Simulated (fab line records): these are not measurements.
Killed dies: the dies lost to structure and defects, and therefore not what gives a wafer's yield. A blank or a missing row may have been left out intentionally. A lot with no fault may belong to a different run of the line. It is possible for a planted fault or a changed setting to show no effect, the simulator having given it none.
Matching of chambers	flow nandHarc	3 sister chambers for NHARC_P_M1_PRE_CLEAN_32 on pecvd-02
The step time 12 s. 6 wafers are shown with their chamber, then 12 later ones without.

EACH WAFER AND ITS CHAMBER
wafer	chamber	heaterPowerW (W)	rfFwdPowerW (W)
L091.1	1	459	291.7
L091.2	0	742	293.7
L091.3	2	566	292.0
L092.1	0	675	293.9
L092.2	2	626	292.1
L092.6	1	560	293.3

WAFERS WHOSE CHAMBER IS MISSING
wafer	heaterPowerW (W)	rfFwdPowerW (W)
L093.1	737	292.2
L093.3	560	291.4
L093.6	471	291.5
L094.2	716	292.2
L094.4	736	293.8
L094.5	499	291.4
L096.1	626	293.0
L096.2	577	292.0
L096.6	521	293.6
L097.3	486	291.6
L097.4	606	291.8
L097.6	618	291.9

EACH ONE'S CHAMBER
wafer	from the rows above	in truth
L093.1	can't be placed: 0 or 2 or 1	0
L093.3	can't be placed: 2 or 1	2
L093.6	can't be placed: 1 or 2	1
L094.2	can't be placed: 2 or 0 or 1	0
L094.4	0	0
L094.5	can't be placed: 1 or 2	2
L096.1	can't be placed: 2 or 0 or 1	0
L096.2	can't be placed: 2 or 1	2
L096.6	can't be placed: 1 or 2 or 0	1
L097.3	can't be placed: 1 or 2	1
L097.4	can't be placed: 2 or 1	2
L097.6	can't be placed: 2 or 1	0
Correct placement for 1 of the 12. These rows do not allow placing 11 (true chamber among the candidates in 10). Placed wrongly: 0.
How it was worked out, from the rows above alone: a wafer's distance from a chamber is the root of the sum, over the readings, of the square of ((its reading less the chamber's mean) divided by the reading's scatter). If the next closest chamber is less than 2 further off than the closest, the wafer can't be placed; otherwise it belongs to the closest. A chamber's mean is the mean of its shown wafers. The scatter: the root of (the sum of the squares of (reading less its chamber's mean) over the shown wafers, divided by (wafers less chambers)).
